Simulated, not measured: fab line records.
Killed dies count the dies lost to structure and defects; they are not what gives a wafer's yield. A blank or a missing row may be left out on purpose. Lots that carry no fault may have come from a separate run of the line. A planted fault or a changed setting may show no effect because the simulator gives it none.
Matching of chambers -- flow n5-finfet -- rie-diel-02 running N5_BEOL_M10_STRIP_36: 4 sister chambers
The step strips in N2/H2. 14 wafers are shown with their chamber, then 7 later ones without.

== WAFERS, EACH WITH ITS CHAMBER ==
wafer,chamber,showerhead-plenum-p-Torr (Torr),drypump-motor-current-A (A),throttle-valve-pct (%)
L074.3,0,2.52,6.4,23.3
L074.4,3,2.50,5.7,23.7
L074.5,0,2.52,6.4,23.3
L076.1,0,2.52,6.3,23.3
L076.3,1,2.67,6.6,23.4
L076.4,0,2.52,6.4,23.3
L082.1,2,2.61,5.9,23.7
L082.5,0,2.51,6.4,23.3
L082.6,3,2.49,5.8,23.4
L086.1,1,2.66,6.6,23.5
L086.2,0,2.51,6.4,23.4
L086.3,3,2.49,5.8,23.4
L087.1,0,2.51,6.4,23.4
L087.2,2,2.61,5.9,23.7

SIGNATURES, as means of the wafers listed above
reading,chamber 0,chamber 1,chamber 2,chamber 3,scatter within a chamber
showerhead-plenum-p-Torr,2.5157,2.6650,2.6100,2.4933,0.00537
drypump-motor-current-A,6.386,6.600,5.900,5.767,0.039
throttle-valve-pct,23.329,23.450,23.700,23.500,0.089
Rule: a wafer lies at a distance from a chamber equal to the root of the sum of squares, over the readings, of (its reading less the chamber's mean, divided by the reading's scatter). If the next closest chamber is less than 2 further off than the closest, the wafer can't be placed; otherwise it belongs to the closest. The scatter: the root of (the sum of the squares of (reading less its chamber's mean) over the shown wafers, divided by (wafers less chambers)).

== WAFERS MISSING THEIR CHAMBER ==
wafer,showerhead-plenum-p-Torr (Torr),drypump-motor-current-A (A),throttle-valve-pct (%)
L087.6,2.51,6.4,23.4
L090.3,2.66,6.6,23.4
L090.4,2.49,5.8,23.3
L090.5,2.61,5.9,23.7
L093.1,2.50,6.3,23.4
L093.4,2.50,6.4,23.3
L093.6,2.48,5.8,23.4

== CHAMBER TAKEN BY EACH ==
wafer,from the rows above,in truth
L087.6,0,0
L090.3,1,1
L090.4,3,3
L090.5,2,2
L093.1,0,0
L093.4,0,0
L093.6,3,3
Correctly placed: 7 of 7. From these rows, 0 cannot be placed. Number placed wrongly: 0.
